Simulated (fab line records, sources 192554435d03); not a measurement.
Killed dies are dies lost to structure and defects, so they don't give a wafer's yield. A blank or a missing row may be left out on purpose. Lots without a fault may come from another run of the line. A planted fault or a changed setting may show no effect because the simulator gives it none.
Problem report in the 8D (eight disciplines) form, filled by code | flow n5_finfet | the parts of the form that need people (team, actions taken, sign-off) are left out

1. THE PROBLEM
COMB_M7 at N5_BEOL_M15_RC_MEAS_101 reads a mean of 7.1e-11 S/m on 3 wafers of 1 lot; wafers without a fault read 2.7e-11 S/m with a standard deviation of 5e-12. That is +8.8 standard deviations from the usual mean.
First seen on wafer L305.2, day 15 13:40, on prober-01. The record holds 8 wafers of 3 lots with a number at this step. Rule for "out", or "out of limits": more than 4 standard deviations from the usual mean. The other wafers with a number count as sound.

2. WHAT IT IS AND WHAT IT IS NOT
question                     | is                                          | is not
which readings at this step  | COMB_M7, COMB_M7_max_site                   | COMB_M10, COMB_M10_max_site, COMB_M11, COMB_M12, COMB_M13, COMB_M15, COMB_M6, COMB_M8, COMB_M8_max_site, COMB_M9, SERP_M10, SERP_M12, SERP_M13, SERP_M14, SERP_M5, SERP_M6_max_site, SERP_M8, SERP_M9
which lots                   | L305                                        | L297, L307
which wafers of those lots   | all that have a number                      | -
read on which gauges         | prober-01                                   | prober-02
when                         | from day 15 13:40                           | up to then (3 sound wafers); but 2 sound wafers of L307 came after
where on the wafer (9 sites) | sites 2, 3, 4, 5, 6, 7, 8, 9 (+3.9e-11 S/m) | the other site

3. SUSPECTS, AND WHAT RULES EACH OUT
Counting: a tool at a process step up to the reading stays a suspect if it ran every lot that is out and no sound lot after the first of them.
- the gauge at N5_BEOL_M15_RC_MEAS_101: kept. All the wafers that are out were read on prober-01, and no step on other tools shows them out.
- ald_metal-04 at N5_BEOL_M7_ALD_77 (deposits TaN, target thk 2 nm, pulse time 2 s, purge time 3 s): kept. It ran the lot that is out, L305 (day 13 06:53), and no sound lot after that; its last sound lot up to then is L297 (day 10 09:05).
Left after counting: ald_metal-04 at N5_BEOL_M7_ALD_77, prober-01 at N5_BEOL_M15_RC_MEAS_101.

4. THE CAUSE (what the simulator had put in)
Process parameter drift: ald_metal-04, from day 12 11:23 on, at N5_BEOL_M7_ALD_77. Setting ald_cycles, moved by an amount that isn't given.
Counting left 2 suspects, and this tool is among them.

5. THE CHAIN OF EFFECTS, in route order
Each row: a reading whose mean over the struck wafers that have a number lies more than 3 standard deviations from the usual. Only readings for which the record gives a usual standard deviation are gone through. hours: the time from each lot's start at the first step in this table that gives one to its start at this step, as a median over the lots. sigmas: the change in usual standard deviations.
hours | step                    | reading          | usual       | on struck wafers | change   | sigmas
0     | N5_BEOL_M15_RC_MEAS_101 | COMB_M7          | 2.7e-11 S/m | 7.1e-11          | +4.4e-11 | +8.8
0     | N5_BEOL_M15_RC_MEAS_101 | COMB_M7_max_site | 3.8e-11 S/m | 8.8e-11          | +5.0e-11 | +6.1
Readings that are blank on the struck wafers while sound wafers have them: susceptor_temp_C at N5_BEOL_M7_ALD_77.

6. WHAT WOULD HAVE CAUGHT IT SOONER
In this record the first reading out of limits at a measuring or inspecting step was taken at day 15 13:40, 74 hours after the fault began at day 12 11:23.
All the lots that are out (1) had begun N5_BEOL_M7_ALD_77 on ald_metal-04 by day 15 13:40. A hold on the tool at that time would have spared none of them.
